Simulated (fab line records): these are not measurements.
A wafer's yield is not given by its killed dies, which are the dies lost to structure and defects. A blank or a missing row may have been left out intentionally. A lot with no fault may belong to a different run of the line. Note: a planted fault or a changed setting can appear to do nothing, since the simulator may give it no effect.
Struck lot and sound lot, side by side ; flow n5_finfet ; 37 steps out of a route of 1938
Sound: the wafers L346.3, L346.5, L346.6. Wafers L337.4, L337.5, L337.6 were the ones struck. At the end, the cause is stated.
At each step with rows: each side's tool, then ch and its chambers, then its first start. Under that, the readings that differ: sound wafers ; struck wafers ; difference of the means ; sigmas: that difference in standard deviations of wafers without a fault.
alike: a reading whose means differ by less than 2 such deviations, as well as words and numbers matching on both sides. not compared: withheld readings; readings where some wafer has no value; bounds like >300 that might hide an equal value; numbers whose values overlap and for which the record gives no deviation.
A row with sigmas, a row that says differs or no value, or rows on one side alone: a step with any of these is where the two part. Non-overlapping numbers with no deviation appear without sigmas and do not part them. A reading missing from all wafers of one side parts the sides only when that side holds two or more wafers.

first, 9 steps without rows for these wafers: N5_BEOL_M4_ANNEAL_95 (time 240 s); N5_BEOL_M4_SPUTTER_96 (material Cu, target thk 4.5 nm, time 8.29 s); N5_BEOL_M4_ECD_50 (material Cu, target thk 300 nm); N5_BEOL_M4_ANNEAL_51 (time 90 s); N5_BEOL_M4_CMP_52 (polishes, stops on SiOC, t overpolish 6.8 s, target thk 40 nm); N5_BEOL_M4_PRE_CLEAN_60 (time 15 s); N5_BEOL_M4_CO_CAP_55 (material Co, precursor CCTBA/H2, target thk 2 nm, time 102.1 s); N5_BEOL_M4_PRE_CLEAN_56 (time 15 s); N5_BEOL_M4_DEP_57 (deposits SiCN from 3MS/NH3, target thk 8 nm, time 14 s).
N5_BEOL_M4_RC_MEAS_101:
  sound on prober-02 ch 0, day 13 01:22; struck on prober-01 ch 0, day 11 07:22
  alike: DIBL_N, DIBL_P, IOFF_N, IOFF_P, ION_N, ION_P, SS_N, SS_P, VT_N, VT_P
then, 24 steps without rows for these wafers: N5_BEOL_M5_ILD_DEP_00 (deposits SiCOH lowk from DEMS/porogen, target thk 140.64 nm, time 25.9 s); N5_BEOL_M5_CURE_79 (cures SiCOH lowk, time 240 s); N5_BEOL_M5_PECVD_70 (deposits SiO2 from TEOS/O2, target thk 16 nm, time 18 s); N5_BEOL_M5_HM_DEP_02 (deposits TiN, target thk 20 nm); N5_BEOL_M5_COAT_59 (time 60 s, resist thk 60 nm); N5_BEOL_M5_COAT_60 (time 60 s, resist thk 12 nm); N5_BEOL_M5_COAT_71 (time 60 s, resist thk 5 nm); N5_BEOL_M5_COAT_05 (resist thk 30 nm); N5_BEOL_M5_EBR_07; N5_BEOL_M5_SOFTBAKE_06 (time 60 s); N5_BEOL_M5_EXPOSE_08 (exposes mask M5, target cd 28 nm); N5_BEOL_M5_PEB_09 (peb time 60 s); N5_BEOL_M5_DEVELOP_10 (develop time 30 s); N5_BEOL_M5_DESCUM_16 (chemistry O2, time 7 s); N5_BEOL_M5_ETCH_72 (etches underlayer in N2/H2, target depth 6.5 nm, time 5.2 s); N5_BEOL_M5_ETCH_61 (etches SiARC in CF4, target depth 15.6 nm, time 26 s); N5_BEOL_M5_ETCH_62 (etches SOC in N2/H2, target depth 75 nm, overetch 15 nm, time 112.5 s); N5_BEOL_M5_STRIP_63 (strips in N2/H2); N5_BEOL_M5_STRIP_73 (strips in N2/H2); N5_BEOL_M5_STRIP_64 (strips in CF4); N5_BEOL_M5_HM_OPEN_17 (chemistry Cl2/BCl3, target TiN, target depth 20 nm, overetch 6 nm); N5_BEOL_M5_STRIP_19 (strips in O2); N5_BEOL_M5_COAT_65 (time 60 s, resist thk 60 nm); N5_BEOL_M5_COAT_66 (time 60 s, resist thk 12 nm).
-- here the record skips 2 days between the struck wafers' starts before and after, leaving off in module BEOL_M5 and picking up in module BEOL_M10 (first step shown: number 1507 of the route) --
N5_BEOL_M10_ETCH_66: etches SOC in N2/H2, target depth 120 nm, overetch 24 nm, time 180 s.
  sound on rie_diel-06 ch 1,2, day 15 04:38; struck on rie_diel-03 ch 0,3, day 13 16:55
  no value came back on the struck wafers for any of 7 readings (bias_w (W), chamber_pressure_mTorr (mTorr) and others); on the sound wafers bias_w (W) reads 149.8 149.9 150.0
reading;sound;struck;difference;sigmas
model.CAR-ArF_of_BEOL_M10_COAT_22.thk_nm (nm);0 0 0;55.2 55.6 55.6;+55.5;
model.SiARC_of_BEOL_M10_COAT_64.thk_nm (nm);22.6 22.6 22.2;30 30 30;+8;
  not compared: rf_hours_counter_h
N5_BEOL_M10_VIA_ETCH_34: etches SiCOH lowk in C4F6/O2, target depth 184.5 nm, time 69.2 s.
  sound on rie_diel-06 ch 1,2, day 15 04:45; struck on rie_diel-03 ch 0,3, day 13 17:02
reading;sound;struck;difference;sigmas
oes_product_au (a.u.);0.85 0.85 0.96;0.30 0.30 0.27;-0.60;-6
  alike: C4F6_flow_sccm, O2_flow_sccm, bias_w, drypump_motor_current_A, rf_vpp_V, showerhead_plenum_p_Torr, throttle_valve_pct
  not compared: rf_hours_counter_h
-- record jumps: 2 days separate the struck wafers' starts on either side; left off in module BEOL_M10, taken up again in module PASSIVATION, whose first shown step is the route's number 1936 --
N5_PASSIVATION_PROBE_49:
  rows exist in the record for the struck wafers here (prober-02, day 15 20:46), but not for the sound ones

== WHERE THEY PART ==
At N5_BEOL_M10_ETCH_66 first; at N5_PASSIVATION_PROBE_49 last (within this record only).

WHY: what had been put in by the simulator
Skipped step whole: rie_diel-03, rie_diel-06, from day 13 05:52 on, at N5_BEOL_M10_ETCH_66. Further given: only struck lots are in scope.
